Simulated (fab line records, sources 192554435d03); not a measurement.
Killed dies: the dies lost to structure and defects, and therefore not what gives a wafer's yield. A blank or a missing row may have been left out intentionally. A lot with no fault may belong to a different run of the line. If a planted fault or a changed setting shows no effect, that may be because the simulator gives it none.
Matching of chambers / flow n5_finfet / N5_BEOL_M11_ALD_74 on ald_metal-04 has 4 sister chambers
The step deposits TaN, target thk 2 nm, pulse time 2 s, purge time 3 s. 4 wafers are shown with their chamber, then 9 later ones without.

EACH WAFER AND ITS CHAMBER
wafer=L084.6; chamber=0; heater_power_w (W)=474
wafer=L088.2; chamber=1; heater_power_w (W)=438
wafer=L088.3; chamber=2; heater_power_w (W)=520
wafer=L088.4; chamber=3; heater_power_w (W)=411

WAFERS MISSING THEIR CHAMBER
wafer=L089.1; heater_power_w (W)=523
wafer=L089.4; heater_power_w (W)=439
wafer=L089.6; heater_power_w (W)=432
wafer=L090.3; heater_power_w (W)=407
wafer=L090.4; heater_power_w (W)=431
wafer=L090.6; heater_power_w (W)=412
wafer=L091.2; heater_power_w (W)=485
wafer=L091.5; heater_power_w (W)=518
wafer=L091.6; heater_power_w (W)=395

THE CHAMBER EACH PASSED THROUGH
wafer=L089.1; from the rows above=2; in truth=2
wafer=L089.4; from the rows above=1; in truth=1
wafer=L089.6; from the rows above=1; in truth=1
wafer=L090.3; from the rows above=3; in truth=3
wafer=L090.4; from the rows above=can't be placed: 1 or 3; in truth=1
wafer=L090.6; from the rows above=3; in truth=3
wafer=L091.2; from the rows above=0; in truth=0
wafer=L091.5; from the rows above=2; in truth=2
wafer=L091.6; from the rows above=3; in truth=3
Correctly placed: 8 of 9. Not placeable from these rows: 1 (in 1, the candidates include the true chamber). Wrongly placed: 0.
How it was worked out, from the rows above alone: a wafer's distance from a chamber is the root of the sum, over the readings, of the square of ((its reading less the chamber's mean) divided by the reading's scatter). If the next closest chamber is less than 2 further off than the closest, the wafer can't be placed; otherwise it belongs to the closest. For every chamber, the mean is computed from those of its wafers that are shown. The scatter: root of mean squared gap, hidden wafer to nearest shown wafer, with one shown wafer a chamber.
